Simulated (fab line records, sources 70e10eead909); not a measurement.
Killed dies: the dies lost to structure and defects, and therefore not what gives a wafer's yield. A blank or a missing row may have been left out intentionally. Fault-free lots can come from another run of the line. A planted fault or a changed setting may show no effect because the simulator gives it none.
fab line records -- flow nandHarc
[record] lots = 7, wafers = 21, lastDay = 26
route steps=1159 shown THIN_TSV@1113 END@1159
lots with no fault: from the same line, run without faults
startH: start of the lot's first displayed wafer, in hours after the record's first day -- waitH: how many hours have passed since the lot's step before this one -- " identical to the entry in the row above -- L1.1+2: several wafers, shown together as one row -- - no value, or no start was given -- * or withheld: withheld -- < > ~ a bound
route shown NAME@n: NAME is a module with steps in the file, n the number in the route of the first one -- usual: the fault-free wafers' mean and standard deviation -- same: alike in all rows -- chamber/n: place in a boat -- sites: each site's reading -- _std_site: the values' standard deviation -- _edge_site: inner sites' mean taken away from outer sites' mean -- radiusMm: for every site, how far away it sits from the centre of the wafer -- mask NAME#n: copy n -- behind: tool/chamber where the wafer was last shaped -- hold: cause of the lot's hold/its duration in hours/its outcome -- device: names the non-switching transistor (n, p or np) -- end of line: tests of these same wafers at the route's end -- a step given without rows: its recipe and nothing more -- killed: dies that structure and defects cost at the first sort, which is not the same as the wafer's yield -- map: per-die view of a wafer (x killed, . not killed, _ where there is no die)
set.NAME: setting as actually run; set.NAME@STEP: the setting as run at that earlier step -- model.NAME: the simulator's own value behind a step, which no gauge read
certain route steps with their lots: each step a table, each wafer a row
services: a tool's chamber out of use, with start hour (startH, from the record's first day; less than 0 if before it), hours out, and reason
[[steps]]
[step NHARC_THIN_TSV_EXPOSE_09]
[recipe] na = 0.55, doseMj = 30.7, maskId = TSV
[step NHARC_THIN_TSV_PEB_10]
[recipe] pebTempC = 118, pebTimeS = 85
[step NHARC_THIN_TSV_DEVELOP_11]
[recipe] timeS = 70
[step NHARC_THIN_TSV_CD_MEAS_12]
[recipe] targetCdNm = 1000, landingEnergyEv = 500
[usual] cdNm = 1000.0/2.6
[same] landingEnergyEv = 500
lot.wafer,tool,chamber,startH,waitH,cdNm
L422.2,cdSem-03,0,531.75,-,1003.1
L422.4,cdSem-03,0,531.75,-,997.6
L422.6,cdSem-03,0,531.75,-,1000.8
L421.1,cdSem-01,0,533.08,-,999.2
L421.2,cdSem-01,0,533.08,-,1003.5
L421.4,cdSem-01,0,533.08,-,1000.3
L423.1,cdSem-02,0,534.29,-,1002.4
L423.5,cdSem-02,0,534.29,-,1002.9
L423.6,cdSem-02,0,534.29,-,999.1
L431.2,cdSem-03,0,542.71,-,1001.5
L431.4,cdSem-03,0,542.71,-,1004.0
L431.6,cdSem-03,0,542.71,-,1000.6
L433.3,cdSem-02,0,545.00,-,996.3
L433.4,cdSem-02,0,545.00,-,1001.6
L433.6,cdSem-02,0,545.00,-,999.9
L434.2,cdSem-03,0,548.77,-,1005.1
L434.4,cdSem-03,0,548.77,-,1000.4
L434.5,cdSem-03,0,548.77,-,1005.0
L437.1,cdSem-02,0,566.98,-,997.2
L437.2,cdSem-02,0,566.98,-,1003.3
L437.3,cdSem-02,0,566.98,-,1000.8
[step NHARC_THIN_TSV_HARDBAKE_13]
[recipe] tempC = 125, timeS = 80
[step NHARC_THIN_TSV_DESCUM_14]
[recipe] timeS = 3, o2FlowSccm = 200, arFlowSccm = 0, biasPowerW = 0, chemistry = O2
[usual] chamberPressureMTorr = 60.00/0.054, drypumpMotorCurrentA = 5.7/0.33, o2FlowSccm = 200.0/0.59, oesProductAu = 0.997/0.012, rfVppV = 57.6/0.83, showerheadPlenumPTorr = 1.89/0.092, throttleValvePct = 11.310/0.009
lot.wafer,tool,chamber,startH,waitH,chamberPressureMTorr,drypumpMotorCurrentA,o2FlowSccm,oesProductAu,rfHoursCounterH,rfVppV,showerheadPlenumPTorr,throttleValvePct
L422.4,rieDiel-08,1,531.90,-,59.93,5.8,200.0,1.005,1.5,59.4,2.04,11.312
L422.2,rieDiel-08,0,531.90,-,59.90,5.8,198.9,0.990,1.6,57.5,1.84,11.296
L422.6,rieDiel-08,1,531.90,-,59.96,5.8,200.3,0.997,-,57.7,2.04,11.316
L421.1,rieDiel-01,2,533.24,-,60.02,5.7,198.9,0.974,2.1,59.1,2.04,11.315
L421.4,rieDiel-01,3,533.24,-,59.94,5.8,199.9,1.022,2.4,57.7,1.84,11.308
L421.2,rieDiel-01,0,533.24,-,59.97,4.9,200.9,0.992,2.5,57.1,1.91,11.306
L423.1,rieDiel-08,2,534.47,-,60.06,6.0,201.3,1.002,2.1,57.9,1.89,11.308
L423.5,rieDiel-08,3,534.47,-,59.94,5.4,200.3,0.999,-,57.0,1.78,11.322
L423.6,rieDiel-08,0,534.47,-,60.01,5.8,199.7,0.992,-,58.3,1.84,11.310
L431.4,rieDiel-08,2,542.89,-,60.04,6.0,201.1,0.995,3.1,56.7,1.89,11.316
L431.2,rieDiel-08,3,542.89,-,60.05,5.4,200.7,0.994,3.6,58.2,1.78,11.313
L431.6,rieDiel-08,0,542.89,-,59.91,5.8,200.0,0.984,-,58.3,1.84,11.304
L433.4,rieDiel-01,0,545.17,-,60.02,4.9,199.8,1.001,5.7,58.2,1.91,11.301
L433.3,rieDiel-01,2,545.17,-,59.98,5.7,200.8,0.962,4.8,56.7,2.04,11.296
L433.6,rieDiel-01,0,545.17,-,59.99,4.9,199.8,0.994,-,58.0,1.91,11.313
L434.2,rieDiel-08,1,548.96,-,60.02,5.8,200.5,1.020,5.0,58.5,2.04,11.322
L434.4,rieDiel-08,3,548.96,-,60.04,5.4,198.8,0.993,4.8,56.9,1.78,11.314
L434.5,rieDiel-08,2,548.96,-,59.96,6.1,200.0,0.995,-,57.4,1.89,11.309
L437.3,rieDiel-08,2,567.14,-,60.02,6.0,200.9,0.994,6.3,58.7,1.89,11.311
L437.2,rieDiel-08,0,567.14,-,60.00,5.8,199.8,0.989,7.8,57.5,1.84,11.324
L437.1,rieDiel-08,1,567.14,-,60.02,5.8,200.7,1.004,6.9,59.1,2.04,11.305
[step NHARC_THIN_TSV_ETCH_44]
[recipe] targetDepthA = 15942, timeS = 797.1, cf4FlowSccm = 150, o2FlowSccm = 10, arFlowSccm = 0, rfW = 300, biasW = 800, chemistry = CF4/O2
[usual] cf4FlowSccm = 150.0/0.48, chamberPressureMTorr = 30.000/0.027, drypumpMotorCurrentA = 5.7/0.34, o2FlowSccm = 10.006/0.03, oesProductAu = 0.996/0.012, rfVppV = 793/5.1, showerheadPlenumPTorr = 1.80/0.081, throttleValvePct = 16.914/0.0089
lot.wafer,tool,chamber,startH,waitH,cf4FlowSccm,chamberPressureMTorr,drypumpMotorCurrentA,o2FlowSccm,oesProductAu,rfHoursCounterH,rfVppV,showerheadPlenumPTorr,throttleValvePct
L422.4,rieDiel-08,1,532.05,0.1,149.6,29.987,5.8,10.000,0.999,1.6,802,1.95,16.913
L422.2,rieDiel-08,3,532.05,0.1,150.4,30.025,5.4,10.036,1.003,2.0,787,1.71,16.903
L422.6,rieDiel-08,0,532.05,0.1,149.5,30.016,5.8,10.024,0.988,-,790,1.77,16.914
L421.2,rieDiel-01,1,533.33,0.1,149.8,29.965,5.2,10.003,1.006,2.3,789,1.75,16.931
L421.1,rieDiel-01,2,533.33,0.1,150.6,30.008,5.7,9.958,0.993,2.2,802,1.94,16.900
L421.4,rieDiel-01,0,533.33,0.1,150.3,29.979,4.9,10.007,0.991,2.6,795,1.83,16.916
L423.1,rieDiel-08,3,534.53,0.1,150.0,29.946,5.4,10.031,0.976,2.3,787,1.71,16.909
L423.5,rieDiel-08,3,534.53,0.1,149.5,29.989,5.4,9.995,0.969,-,786,1.71,16.928
L423.6,rieDiel-08,0,534.53,0.1,150.1,29.980,5.8,10.038,0.983,-,791,1.77,16.905
L431.4,rieDiel-08,3,542.96,0.1,150.1,29.980,5.4,10.035,0.981,3.7,785,1.71,16.909
L431.2,rieDiel-08,2,542.96,0.1,149.7,29.971,6.1,10.024,1.002,3.2,795,1.81,16.920
L431.6,rieDiel-08,0,542.96,0.1,150.0,30.022,5.8,9.969,0.994,-,789,1.77,16.911
L433.3,rieDiel-01,0,545.26,0.1,150.3,29.996,4.9,9.958,0.993,5.9,795,1.83,16.935
L433.4,rieDiel-01,3,545.26,0.1,149.7,29.986,5.8,10.037,1.021,5.3,790,1.77,16.921
L433.6,rieDiel-01,1,545.26,0.1,150.5,30.018,5.2,10.008,0.995,-,791,1.75,16.907
L434.2,rieDiel-08,3,549.19,0.2,150.3,30.025,5.4,9.972,0.989,5.0,787,1.71,16.922
L434.4,rieDiel-08,2,549.19,0.2,149.6,29.978,6.1,9.974,0.987,4.5,793,1.81,16.916
L434.5,rieDiel-08,0,549.19,0.2,149.9,30.006,5.8,10.034,0.979,-,791,1.76,16.910
L437.1,rieDiel-08,2,567.23,0.1,150.3,30.028,6.1,10.025,1.008,6.5,794,1.81,16.913
L437.2,rieDiel-08,0,567.23,0.1,151.0,29.995,5.9,10.003,1.003,7.9,788,1.76,16.925
L437.3,rieDiel-08,1,567.23,0.1,150.0,29.996,5.8,10.008,1.014,7.0,801,1.95,16.927
[step NHARC_THIN_TSV_ETCH_15]
[recipe] targetDepthA = 30000, boschTargetOveretchCycles = 2, boschEtchStepS = 2.8, boschDepStepS = 1.2, boschCycles = 14
[usual] drypumpMotorCurrentA = 6.0/0.43
lot.wafer,tool,chamber,startH,waitH,drypumpMotorCurrentA,rfHoursCounterH
L422.4,rieSi-04,2,532.57,-,6.2,0.5
L422.2,rieSi-04,1,532.57,-,5.1,0.6
L422.6,rieSi-04,3,532.57,-,6.6,-
L421.2,rieSi-04,2,533.89,-,6.2,0.5
L421.4,rieSi-04,0,533.89,-,5.8,0.6
L421.1,rieSi-04,1,533.89,-,5.1,0.6
L423.1,rieSi-06,1,535.11,-,5.5,1.4
L423.5,rieSi-06,1,535.11,-,5.5,-
L423.6,rieSi-06,2,535.11,-,6.1,-
L431.2,rieSi-01,1,543.55,-,6.2,0.5
L431.4,rieSi-01,2,543.55,-,6.4,0.5
L431.6,rieSi-01,0,543.55,-,6.2,-
L433.3,rieSi-01,2,545.83,-,6.4,0.5
L433.4,rieSi-01,0,545.83,-,6.2,0.6
L433.6,rieSi-01,3,545.83,-,6.0,-
L434.2,rieSi-06,1,549.79,-,5.5,0.0
L434.4,rieSi-06,2,549.79,-,6.1,0.1
L434.5,rieSi-06,3,549.79,-,6.3,-
L437.1,rieSi-01,0,567.81,-,6.2,0.8
L437.3,rieSi-01,1,567.81,-,6.2,0.6
L437.2,rieSi-01,3,567.81,-,6.0,0.9
[step NHARC_THIN_TSV_CD_MEAS_16]
[usual] cdNm = 1000.2/2.7
lot.wafer,tool,chamber,startH,waitH,cdNm
L422.2,cdSem-02,-,532.72,0.1,1003.2
L422.4,cdSem-02,-,532.72,0.1,998.7
L422.6,cdSem-02,-,532.72,0.1,1002.1
L421.1,cdSem-02,-,534.04,0.1,999.2
L421.2,cdSem-02,-,534.04,0.1,1002.8
L421.4,cdSem-02,-,534.04,0.1,1001.1
L423.1,cdSem-01,-,535.25,0.1,1003.0
L423.5,cdSem-01,-,535.25,0.1,1002.6
L423.6,cdSem-01,-,535.25,0.1,1000.3
L431.2,cdSem-03,-,543.69,0.1,1000.8
L431.4,cdSem-03,-,543.69,0.1,1004.2
L431.6,cdSem-03,-,543.69,0.1,1002.1
L433.3,cdSem-02,-,545.98,0.1,995.7
L433.4,cdSem-02,-,545.98,0.1,1000.8
L433.6,cdSem-02,-,545.98,0.1,999.3
L434.2,cdSem-03,-,549.91,0.1,1005.8
L434.4,cdSem-03,-,549.91,0.1,999.5
L434.5,cdSem-03,-,549.91,0.1,1005.8
L437.1,cdSem-01,-,567.95,0.1,998.2
L437.2,cdSem-01,-,567.95,0.1,1004.6
L437.3,cdSem-01,-,567.95,0.1,1001.6
[step NHARC_THIN_TSV_STRIP_45]
[recipe] powerW = 1500, tempC = 250, chemistry = O2
[usual] drypumpMotorCurrentA = 5.8/0.4, heaterPowerW = 321/35, rfReflPowerW = 24/6.6
lot.wafer,tool,chamber,startH,waitH,drypumpMotorCurrentA,heaterPowerW,rfHoursCounterH,rfReflPowerW
L422.2,plasmaAsher-01,1,532.84,0.1,5.9,352,22,15
L422.4,plasmaAsher-01,1,532.84,0.1,5.9,350,-,15
L422.6,plasmaAsher-01,1,532.84,0.1,5.9,358,-,15
L421.2,plasmaAsher-02,0,534.12,0.1,6.2,323,52,29
L421.1,plasmaAsher-02,1,534.12,0.1,6.2,260,52,21
L421.4,plasmaAsher-02,0,534.12,0.1,6.2,316,-,29
L423.1,plasmaAsher-02,1,535.38,0.1,6.2,252,52,21
L423.5,plasmaAsher-02,0,535.38,0.1,6.2,325,-,28
L423.6,plasmaAsher-02,1,535.38,0.1,6.2,250,-,21
L431.2,plasmaAsher-01,0,544.44,0.7,5.3,332,28,30
L431.4,plasmaAsher-01,1,544.44,0.7,5.9,359,-,15
L431.6,plasmaAsher-01,1,544.44,0.7,5.9,360,-,15
L433.4,plasmaAsher-01,1,546.97,1.0,5.9,366,-,15
L433.3,plasmaAsher-01,0,546.97,1.0,5.3,335,-,31
L433.6,plasmaAsher-01,0,546.97,1.0,5.2,338,-,31
L434.2,plasmaAsher-02,0,550.00,0.1,6.2,314,3,28
L434.4,plasmaAsher-02,0,550.00,0.1,6.2,304,-,28
L434.5,plasmaAsher-02,1,550.00,0.1,6.2,263,-,21
L437.1,plasmaAsher-02,1,568.03,0.1,6.2,272,10,22
L437.2,plasmaAsher-02,0,568.03,0.1,6.2,304,10,28
L437.3,plasmaAsher-02,0,568.03,0.1,6.2,302,-,28
[step NHARC_THIN_TSV_STRIP_46]
[recipe] timeS = 1200, tempC = 72.5, chemistry = postEtchResidueRemover
[step NHARC_THIN_TSV_DEP_47]
[recipe] targetThkA = 2000, tempC = withheld, pressureTorr = 6.5, rfW = 900, teosFlowSccm = 161.4, flowSccm = 2650, targetThkNm = 200, gas = O2, material = SiO2
[step NHARC_THIN_TSV_ETCHBACK_48]
[recipe] targetDepthA = 10285, overEtchFrac = 0.3, timeS = 405.17, ionEnergyEv = 250, c4f8FlowSccm = withheld, arFlowSccm = withheld, rfW = 600, biasW = 300, chemistry = C4F8/Ar
[usual] biasW = 300.0/0.97, chamberPressureMTorr = 25.003/0.022, oesProductAu = 0.98/0.034, rfVppV = 546/3.5
lot.wafer,tool,chamber,startH,waitH,biasW,chamberPressureMTorr,oesProductAu,rfHoursCounterH,rfVppV
L422.4,rieDiel-01,2,534.00,-,-,-,-,-,-
L422.2,rieDiel-01,3,534.00,-,-,-,-,-,-
L422.6,rieDiel-01,2,534.00,-,-,-,-,-,-
L421.1,rieDiel-08,2,535.33,-,-,-,-,-,-
L421.4,rieDiel-08,0,535.33,-,-,-,-,-,-
L421.2,rieDiel-08,1,535.33,-,-,-,-,-,-
L423.1,rieDiel-01,0,536.54,-,-,-,-,-,-
L423.6,rieDiel-01,0,536.54,-,-,-,-,-,-
L423.5,rieDiel-01,1,536.54,-,-,-,-,-,-
L431.2,rieDiel-10,2,545.64,-,300.1,25.002,1.00,1,543
L431.4,rieDiel-10,2,545.64,-,300.7,24.985,1.01,-,544
L431.6,rieDiel-10,1,545.64,-,299.2,25.018,1.01,-,544
L433.3,rieDiel-08,2,548.12,-,299.3,24.987,1.01,4,545
L433.4,rieDiel-08,0,548.12,-,300.6,25.015,1.01,5,543
L433.6,rieDiel-08,1,548.12,-,298.9,25.001,1.02,-,552
L434.2,rieDiel-10,1,551.25,-,299.4,24.988,1.01,2,545
L434.5,rieDiel-10,1,551.25,-,299.6,25.015,1.01,-,545
L434.4,rieDiel-10,2,551.25,-,298.6,25.017,1.01,-,544
L437.1,rieDiel-10,0,569.43,-,300.4,25.043,1.00,4,544
L437.2,rieDiel-10,1,569.43,-,299.3,24.991,0.99,4,545
L437.3,rieDiel-10,2,569.43,-,299.5,25.021,0.99,4,543
[step NHARC_THIN_TSV_STRIP_62]
[recipe] powerW = 1500, tempC = 250, timeS = 20, chemistry = N2/H2
[usual] drypumpMotorCurrentA = 5.8/0.4, heaterPowerW = 326/33, rfReflPowerW = 24/7
lot.wafer,tool,chamber,startH,waitH,drypumpMotorCurrentA,heaterPowerW,rfHoursCounterH,rfReflPowerW
L422.2,plasmaAsher-01,1,534.36,0.3,5.9,342,22,-
L422.4,plasmaAsher-01,0,534.36,0.3,5.3,330,-,-
L422.6,plasmaAsher-01,1,534.36,0.3,5.9,363,-,-
L421.2,plasmaAsher-01,1,535.70,0.2,5.9,374,22,15
L421.1,plasmaAsher-01,0,535.70,0.2,5.2,336,22,32
L421.4,plasmaAsher-01,0,535.70,0.2,5.2,338,-,31
L423.1,plasmaAsher-01,0,536.90,0.3,5.2,343,23,30
L423.5,plasmaAsher-01,0,536.90,0.3,5.2,336,-,31
L423.6,plasmaAsher-01,1,536.90,0.3,5.9,357,-,15
L431.2,plasmaAsher-02,1,546.92,-,6.2,260,1,21
L431.4,plasmaAsher-02,1,546.92,-,6.2,272,-,22
L431.6,plasmaAsher-02,0,546.92,-,6.2,308,-,28
L433.4,plasmaAsher-02,1,548.81,-,6.2,273,-,-
L433.3,plasmaAsher-02,0,548.81,-,6.2,296,-,-
L433.6,plasmaAsher-02,1,548.81,-,6.2,268,-,-
L434.2,plasmaAsher-02,1,551.64,-,6.3,258,4,21
L434.4,plasmaAsher-02,0,551.64,-,6.2,316,-,28
L434.5,plasmaAsher-02,1,551.64,-,6.2,270,-,21
L437.2,plasmaAsher-01,0,569.78,-,5.3,340,42,31
L437.1,plasmaAsher-01,1,569.78,-,5.9,356,42,15
L437.3,plasmaAsher-01,1,569.78,-,5.9,357,-,15
[step NHARC_END_SORT_01]
[recipe] tempC = 25
[usual] defectLimitedYield = 95.4/1.7, killedAtArray = 27/12, killedAtOther = 0.9/1.1, killedAtPeriphery = 3.2/2.4, killedDies = 31/12, killedOpen = 3.3/1.7, killedShort = 2.0/1.6, sort_bin_2_pct = 1.5/0.74, sort_bin_3_pct = 0.25/0.22, sort_bin_4_pct = 2.9/1.1, sortNPass = 646/12, sortRimYieldPct = 97.2/1.8, sortYieldPct = 95.4/1.7
[same] grossDies = 677, sort_bin_5_pct[%] = 0, sort_bin_6_pct[%] = 0, sort_bin_7_pct[%] = 0, sort_bin_8_pct[%] = 0, sortRimNGross = 106.00
lot.wafer,tool,chamber,startH,waitH,defectLimitedYield[%],killedAtArray,killedAtOther,killedAtPeriphery,killedDies,killedOpen,killedShort,sort_bin_2_pct[%],sort_bin_3_pct[%],sort_bin_4_pct[%],sortNPass,sortRimYieldPct[%],sortYieldPct[%]
L421.1,prober-02,0,547.89,2.5,0,23,652,2,677,1,3,97.0,0.30,2.7,0,0,0
L421.2,prober-02,0,548.70,2.8,0,26,650,1,677,4,2,97.3,0,2.7,0,0,0
L421.4,prober-02,0,550.31,3.4,0,16,660,1,677,3,3,98.2,0.15,1.6,0,0,0
L422.2,prober-01,0,548.69,2.8,0,20,654,3,677,5,2,97.2,0.15,2.7,0,0,0
L422.4,prober-01,0,550.33,3.5,0,17,657,3,677,1,2,97.9,0.15,1.9,0,0,0
L422.6,prober-01,0,551.97,4.1,0,22,649,6,677,6,3,96.5,0.15,3.4,0,0,0
L423.1,prober-02,0,555.73,2.5,0,19,656,2,677,5,4,97.2,0.15,2.7,0,0,0
L423.5,prober-02,0,558.91,3.7,0,13,659,5,677,2,2,98.2,0,1.8,0,0,0
L423.6,prober-02,0,559.71,4.0,0,8,668,1,677,3,0,99.1,0,0.9,0,0,0
L433.3,prober-02,0,596.30,3.1,95.7,27,2,0,29,1,1,1.5,0.30,2.5,648,96.2,95.7
L433.4,prober-02,0,597.10,3.4,94.5,35,1,1,37,4,5,1.9,0.44,3.1,640,99.1,94.5
L433.6,prober-02,0,598.70,4.0,95.1,33,0,0,33,3,6,1.9,0.59,2.4,644,95.3,95.1
L434.2,prober-02,0,603.28,2.8,95.3,25,3,4,32,1,0,1.8,0.15,2.8,645,99.1,95.3
L434.4,prober-02,0,604.87,3.4,95.6,27,0,3,30,3,2,1.9,0,2.5,647,99.1,95.6
L434.5,prober-02,0,605.67,3.7,93.9,33,2,6,41,4,0,1.8,0.30,4.0,636,98.1,93.9
// killed by level:class
L421.1 THIN_TSV:areaEtchback=651 A_CHANNEL_HOLE_D1:chamberFilmFlake=13 A_CONTACT:chamberFilmFlake=5 P_STI:geometricParticle:short=1 A_CHANNEL_HOLE_D1:geometricParticle:open=1 A_CHANNEL_FILL_D1:geometricParticle:short=1 A_WL_FILL:geometricParticle:short=1 P_STI:chamberFilmFlake=1
L422.2 THIN_TSV:areaEtchback=654 A_SLIT:chamberFilmFlake=11 A_ONON_D1:geometricParticle:open=2 P_GATE:chamberFilmFlake=2 A_CONTACT:chamberFilmFlake=2 P_GATE:geometricParticle:short=1 A_CHANNEL_FILL_D1:geometricParticle:short=1 A_WL_FILL:geometricParticle:open=1
L421.2 THIN_TSV:areaEtchback=650 A_CHANNEL_HOLE_D1:chamberFilmFlake=16 A_CONTACT:chamberFilmFlake=2 A_ONON_D1:geometricParticle:open=1 A_CHANNEL_HOLE_D1:geometricParticle:short=1 A_CHANNEL_FILL_D1:geometricParticle:short=1 A_CHANNEL_FILL_D1:geometricParticle:open=1 A_WL_FILL:geometricParticle:open=1
L421.4 THIN_TSV:areaEtchback=660 A_CHANNEL_HOLE_D1:chamberFilmFlake=7 A_CONTACT:geometricParticle:open=2 P_M0:geometricParticle:open=1 A_CHANNEL_FILL_D1:geometricParticle:short=1 A_WL_FILL:geometricParticle:short=1 A_M0:geometricParticle:short=1 A_CHANNEL_FILL_D1:chamberFilmFlake=1
L422.4 THIN_TSV:areaEtchback=657 A_SLIT:chamberFilmFlake=8 A_CHANNEL_HOLE_D1:chamberFilmFlake=3 A_CONTACT:chamberFilmFlake=3 A_CHANNEL_FILL_D1:chamberFilmFlake=2 P_M0:geometricParticle:open=1 P_M0:geometricParticle:short=1 A_WL_FILL:geometricParticle:short=1
L422.6 THIN_TSV:areaEtchback=649 A_SLIT:chamberFilmFlake=11 P_M0:geometricParticle:open=2 A_ONON_D1:geometricParticle:short=2 P_GATE:chamberFilmFlake=2 A_CHANNEL_HOLE_D1:chamberFilmFlake=2 P_GATE:geometricParticle:open=1 P_M1:geometricParticle:open=1
L423.1 THIN_TSV:areaEtchback=656 A_STAIRCASE:chamberFilmFlake=4 A_CHANNEL_HOLE_D1:chamberFilmFlake=3 A_CHANNEL_FILL_D1:geometricParticle:short=2 A_CONTACT:geometricParticle:open=2 A_ZERO_WELL:chamberFilmFlake=2 P_M1:geometricParticle:open=1 A_SOURCE_PLATE:geometricParticle:short=1
L423.5 THIN_TSV:areaEtchback=659 P_GATE:chamberFilmFlake=5 A_ZERO_WELL:chamberFilmFlake=3 A_CHANNEL_HOLE_D1:chamberFilmFlake=2 A_ONON_D1:geometricParticle:short=1 A_WL_FILL:geometricParticle:short=1 A_WL_FILL:geometricParticle:open=1 A_CONTACT:geometricParticle:open=1
L423.6 THIN_TSV:areaEtchback=668 A_CHANNEL_HOLE_D1:chamberFilmFlake=3 A_WL_FILL:geometricParticle:open=1 A_CONTACT:geometricParticle:open=1 A_M0:geometricParticle:open=1 P_STI:chamberFilmFlake=1 A_ZERO_WELL:chamberFilmFlake=1 A_WL_FILL:chamberFilmFlake=1
L433.3 A_CHANNEL_HOLE_D1:chamberFilmFlake=21 A_CONTACT:chamberFilmFlake=4 A_CHANNEL_HOLE_D1:geometricParticle:open=1 A_WL_FILL:geometricParticle:short=1 HYBRID_BOND:chamberFilmFlake=1 THIN_TSV:chamberFilmFlake=1
L433.4 A_CHANNEL_HOLE_D1:chamberFilmFlake=24 A_STAIRCASE:chamberFilmFlake=3 A_ONON_D1:geometricParticle:short=2 A_WL_FILL:geometricParticle:open=2 P_GATE:geometricParticle:open=1 A_CHANNEL_FILL_D1:geometricParticle:short=1 A_CONTACT:geometricParticle:open=1 A_M0:geometricParticle:short=1
L433.6 A_CHANNEL_HOLE_D1:chamberFilmFlake=18 A_STAIRCASE:chamberFilmFlake=5 A_ONON_D1:geometricParticle:short=2 A_STAIRCASE:geometricParticle:short=1 A_SGD_CUT:geometricParticle:short=1 A_SGD_CUT:geometricParticle:open=1 A_WL_FILL:geometricParticle:short=1 A_WL_FILL:geometricParticle:open=1
L434.2 A_SLIT:chamberFilmFlake=16 A_CONTACT:chamberFilmFlake=4 A_CHANNEL_HOLE_D1:chamberFilmFlake=4 P_M2:chamberFilmFlake=3 THIN_TSV:chamberFilmFlake=3 P_M0:geometricParticle:open=1 A_ZERO_WELL:chamberFilmFlake=1
L434.4 A_SLIT:chamberFilmFlake=14 A_CHANNEL_HOLE_D1:chamberFilmFlake=3 A_ZERO_WELL:chamberFilmFlake=2 A_STAIRCASE:chamberFilmFlake=2 A_CONTACT:chamberFilmFlake=2 P_GATE:geometricParticle:open=1 P_M1:geometricParticle:open=1 A_ONON_D1:geometricParticle:short=1
L434.5 A_SLIT:chamberFilmFlake=16 A_CONTACT:chamberFilmFlake=6 A_CHANNEL_HOLE_D1:chamberFilmFlake=5 P_M0:geometricParticle:open=2 P_ZERO_WELL:chamberFilmFlake=2 A_STAIRCASE:chamberFilmFlake=2 THIN_TSV:chamberFilmFlake=2 P_ZERO_WELL:geometricParticle:open=1
// map L421.1 (x killed, . not)
____________x____________
_________xxxxxxx_________
_______xxxxxxxxxxx_______
______xxxxxxxxxxxxx______
_____xxxxxxxxxxxxxxx_____
____xxxxxxxxxxxxxxxxx____
____xxxxxxxxxxxxxxxxx____
___xxxxxxxxxxxxxxxxxxx___
___xxxxxxxxxxxxxxxxxxx___
__xxxxxxxxxxxxxxxxxxxxx__
__xxxxxxxxxxxxxxxxxxxxx__
_xxxxxxxxxxxxxxxxxxxxxxx_
_xxxxxxxxxxxxxxxxxxxxxxx_
_xxxxxxxxxxxxxxxxxxxxxxx_
_xxxxxxxxxxxxxxxxxxxxxxx_
_xxxxxxxxxxxxxxxxxxxxxxx_
xxxxxxxxxxxxxxxxxxxxxxxxx
xxxxxxxxxxxxxxxxxxxxxxxxx
xxxxxxxxxxxxxxxxxxxxxxxxx
xxxxxxxxxxxxxxxxxxxxxxxxx
xxxxxxxxxxxxxxxxxxxxxxxxx
_xxxxxxxxxxxxxxxxxxxxxxx_
_xxxxxxxxxxxxxxxxxxxxxxx_
_xxxxxxxxxxxxxxxxxxxxxxx_
_xxxxxxxxxxxxxxxxxxxxxxx_
_xxxxxxxxxxxxxxxxxxxxxxx_
__xxxxxxxxxxxxxxxxxxxxx__
__xxxxxxxxxxxxxxxxxxxxx__
___xxxxxxxxxxxxxxxxxxx___
___xxxxxxxxxxxxxxxxxxx___
____xxxxxxxxxxxxxxxxx____
____xxxxxxxxxxxxxxxxx____
_____xxxxxxxxxxxxxxx_____
______xxxxxxxxxxxxx______
_______xxxxxxxxxxx_______
_________xxxxxxx_________
____________x____________
// map L422.2 (x killed, . not)
____________x____________
_________xxxxxxx_________
_______xxxxxxxxxxx_______
______xxxxxxxxxxxxx______
_____xxxxxxxxxxxxxxx_____
____xxxxxxxxxxxxxxxxx____
____xxxxxxxxxxxxxxxxx____
___xxxxxxxxxxxxxxxxxxx___
___xxxxxxxxxxxxxxxxxxx___
__xxxxxxxxxxxxxxxxxxxxx__
__xxxxxxxxxxxxxxxxxxxxx__
_xxxxxxxxxxxxxxxxxxxxxxx_
_xxxxxxxxxxxxxxxxxxxxxxx_
_xxxxxxxxxxxxxxxxxxxxxxx_
_xxxxxxxxxxxxxxxxxxxxxxx_
_xxxxxxxxxxxxxxxxxxxxxxx_
xxxxxxxxxxxxxxxxxxxxxxxxx
xxxxxxxxxxxxxxxxxxxxxxxxx
xxxxxxxxxxxxxxxxxxxxxxxxx
xxxxxxxxxxxxxxxxxxxxxxxxx
xxxxxxxxxxxxxxxxxxxxxxxxx
_xxxxxxxxxxxxxxxxxxxxxxx_
_xxxxxxxxxxxxxxxxxxxxxxx_
_xxxxxxxxxxxxxxxxxxxxxxx_
_xxxxxxxxxxxxxxxxxxxxxxx_
_xxxxxxxxxxxxxxxxxxxxxxx_
__xxxxxxxxxxxxxxxxxxxxx__
__xxxxxxxxxxxxxxxxxxxxx__
___xxxxxxxxxxxxxxxxxxx___
___xxxxxxxxxxxxxxxxxxx___
____xxxxxxxxxxxxxxxxx____
____xxxxxxxxxxxxxxxxx____
_____xxxxxxxxxxxxxxx_____
______xxxxxxxxxxxxx______
_______xxxxxxxxxxx_______
_________xxxxxxx_________
____________x____________
[[services]]
tool,chamber,startH,hours,kind
rieSi-04,-,511.46,0.3,repair
rieDiel-08,0,512.30,-,clean
rieDiel-08,1,512.30,-,clean
rieDiel-08,2,512.30,-,clean
rieDiel-08,3,512.30,-,clean
rieDiel-08,0,512.74,3.9,repair
rieSi-06,0,513.88,8.3,repair
rieDiel-10,0,526.66,3.2,repair
rieDiel-10,-,530.50,9.0,pm
rieDiel-08,0,536.80,-,clean
rieDiel-08,1,536.80,-,clean
rieDiel-08,2,536.80,-,clean
rieDiel-08,3,536.80,-,clean
plasmaAsher-02,-,537.00,9.0,pm
plasmaAsher-02,0,537.00,9.0,ventCycle
plasmaAsher-02,1,537.00,9.0,ventCycle
rieSi-06,-,537.00,9.0,pm
rieDiel-10,3,541.56,15.6,repair
rieSi-01,1,547.97,5.8,repair
rieDiel-08,0,561.34,-,clean
rieDiel-08,1,561.34,-,clean
rieDiel-08,2,561.34,-,clean
rieDiel-08,3,561.34,-,clean
rieSi-06,1,569.51,3.2,repair
[[key]]
[firstSign] step = NHARC_THIN_TSV_ETCHBACK_48, reading = toolRecord, direction = missing
[effect] step = NHARC_END_SORT_01, reading = killedAtOther, direction = up, sigmas = 99+, usual = 0.9, struck = 656.1
[moreKillsBornAt] NHARC_THIN_TSV_ETCHBACK_48@rieDiel-01 = 3943, NHARC_THIN_TSV_ETCHBACK_48@rieDiel-08 = 1961
metAt NHARC_THIN_TSV_ETCHBACK_48
struckWafers L421.1,L421.2,L421.4,L422.2,L422.4,L422.6,L423.1,L423.5,L423.6
laterRowsLeftOut L421.1,L421.2,L421.4,L422.2,L422.4,L422.6,L423.1,L423.5,L423.6
[fault] kind = skippedStepWhole, tool = rieDiel-01,rieDiel-08, chamber = -, onsetH = 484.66, steps = NHARC_THIN_TSV_ETCHBACK_48, scope = struckLotsOnly
// laterRowsLeftOut: the simulator's readings of these wafers behind a module that went badly wrong aren't trusted and aren't shown, but for the sort
